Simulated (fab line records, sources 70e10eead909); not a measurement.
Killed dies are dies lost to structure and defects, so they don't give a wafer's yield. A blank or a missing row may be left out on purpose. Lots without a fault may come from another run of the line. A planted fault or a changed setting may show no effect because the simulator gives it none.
A struck lot beside a sound one | flow nand_harc | 13 steps out of a route of 1302
Sound: wafers L351.2, L351.3, L351.5. Struck: wafers L363.1, L363.4. (L363.3 of the same lot was not struck and is left out.) The cause comes at the end.
At each step with rows: each side's tool, then ch and its chambers, then its first start. Under that, the readings that differ: sound wafers | struck wafers | difference of the means | sigmas: that difference in standard deviations of wafers without a fault.
alike: readings whose means differ by less than 2 such deviations, and words and numbers that are the same on both sides. not compared: withheld readings, readings that some wafer has no value for, bounds like >300 that may hide the same value, and numbers for which the record gives no deviation and whose values overlap.
The two part at a step that has a row with sigmas, a row that says differs or no value, or rows on one side only. Numbers that don't overlap but have no deviation are shown without sigmas and don't part them. A reading that every wafer of one side lacks parts them only if that side has two wafers or more.

first, 1 step without rows for these wafers: NHARC_A_SLIT_SRD_20.
NHARC_A_SLIT_CD_MEAS_21:
  sound on cd_sem-03, day 23 03:57; struck on cd_sem-03, day 28 06:44
  alike: cd_nm
then, 3 steps without rows for these wafers: NHARC_A_SIN_REMOVE_WET_00 (chemistry H3PO4, time 15300 s); NHARC_A_SIN_REMOVE_PRECLEAN_01 (cleans in SC1); NHARC_A_SIN_REMOVE_SRD_02.
NHARC_A_SIN_REMOVE_INSPECT_04:
  sound on defect_inspect-01, day 23 10:35; struck on defect_inspect-01, day 28 13:20
  alike: raw_defect_count
NHARC_A_WL_FILL_ALD_00: deposits Al2O3, target thk 3 nm, pulse time 3 s, ald cycles 30.
  sound on ald_hk-01 ch 1,2, day 23 10:39; struck on ald_hk-04 ch 1,2, day 28 13:34
  alike: heater_power_w, precursor_pulse_height_rel
NHARC_A_WL_FILL_RTA_01: time 5 s.
  sound on rtp_anneal-01 ch 0, day 23 10:56; struck on rtp_anneal-01 ch 0, day 28 13:52
  alike: lamp_power_pct, wafer_temp_C_max
NHARC_A_WL_FILL_ALD_02: deposits TiN, target thk 2 nm, pulse time 3 s, ald cycles 100.
  sound on ald_metal-02 ch 0,1,2, day 23 11:10; struck on ald_metal-04 ch 1,3, day 28 14:04
  alike: heater_power_w, precursor_pulse_height_rel
NHARC_A_WL_FILL_CVD_03: deposits W, target thk 40 nm, time 279 s.
  sound on cvd_w-01 ch 0, day 23 11:37; struck on cvd_w-02 ch 1, day 28 14:34
  alike: heater_power_w, throttle_valve_pct
NHARC_A_WL_FILL_ETCHBACK_04: etches the open film in NF3, target depth 60 nm, time 120 s.
  sound on rie_metal-02 ch 0,1, day 23 11:58; struck on rie_metal-01 ch 0, day 28 14:55
  reading                     | sound             | struck      | difference | sigmas
  drypump_motor_current_A (A) | 6.7 6.6 6.7       | 5.0 5.0     | -1.7       | -2
  oes_product_au (a.u.)       | 1.005 1.007 1.000 | 0.740 0.739 | -0.264     | -40
  not compared: rf_hours_counter_h
NHARC_A_WL_FILL_ETCHBACK_05: etches the open film in Cl2/BCl3, target depth 22 nm, time 60 s.
  sound on rie_metal-02 ch 0,1, day 23 12:11; struck on rie_metal-01 ch 0, day 28 15:07
  reading                     | sound       | struck  | difference | sigmas
  drypump_motor_current_A (A) | 6.7 6.7 6.7 | 5.0 5.0 | -1.7       | -2
  alike: oes_product_au, temp_c
  not compared: rf_hours_counter_h
-- the record jumps here: 4 days lie between the struck wafers' starts before and after (it left off in module A_WL_FILL and takes up again in module END, whose first step shown is number 1302 of the route) --
NHARC_END_SORT_01:
  the record has rows for the struck wafers here (prober-01 ch 0, day 33 01:17) and none for the sound ones

WHERE THEY PART
First at NHARC_A_WL_FILL_ETCHBACK_04; last, within this record, at NHARC_END_SORT_01.

WHY: what the simulator had put in
Process parameter drift: rie_metal-01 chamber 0, from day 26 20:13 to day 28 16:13, at NHARC_A_WL_FILL_ETCHBACK_04. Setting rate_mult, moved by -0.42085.
